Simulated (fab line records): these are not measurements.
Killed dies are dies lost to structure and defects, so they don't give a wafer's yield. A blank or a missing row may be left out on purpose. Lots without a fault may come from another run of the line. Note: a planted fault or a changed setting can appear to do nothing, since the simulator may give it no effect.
Matching of chambers	flow nand_harc	rie_diel-09 running NHARC_P_M1_ETCH_35: 4 sister chambers
The step etches the open film in N2/H2, target depth 40 nm, overetch 12 nm, time 43.94 s. 8 wafers are shown with their chamber, then 8 later ones without.

WAFERS WITH THEIR CHAMBER
wafer	chamber	drypump_motor_current_A (A)	oes_product_au (a.u.)
L076.2	3	5.5	0.978
L082.4	0	5.7	1.025
L083.1	3	5.5	0.978
L083.5	0	5.7	1.011
L083.6	1	5.2	0.988
L088.5	1	5.2	0.998
L088.6	2	5.7	1.019
L089.2	2	5.8	1.018

WAFERS WHOSE CHAMBER IS MISSING
wafer	drypump_motor_current_A (A)	oes_product_au (a.u.)
L089.3	5.7	1.016
L089.5	5.2	0.996
L093.1	5.2	0.988
L093.3	5.7	1.010
L093.6	5.7	1.011
L096.1	5.5	0.981
L096.5	5.5	0.977
L096.6	5.8	1.004

WHICH CHAMBER EACH ONE RAN IN
wafer	from the rows above	in truth
L089.3	can't be placed: 0 or 2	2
L089.5	1	1
L093.1	1	1
L093.3	can't be placed: 0 or 2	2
L093.6	can't be placed: 0 or 2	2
L096.1	3	3
L096.5	3	3
L096.6	can't be placed: 2 or 0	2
4 of 8 placed correctly. From these rows, 4 cannot be placed; in 4 the true chamber is one of the candidates. Wrongly placed: 0.
How it was worked out, from the rows above alone: a wafer's distance from a chamber is the root of the sum, over the readings, of the square of ((its reading less the chamber's mean) divided by the reading's scatter). The wafer belongs to the nearest chamber; if the next one is less than 2 further off, it can't be placed. For every chamber, the mean is computed from those of its wafers that are shown. The scatter: take each reading less its chamber's mean, square it, sum over the shown wafers, divide by the number of wafers less the number of chambers, and take the root.
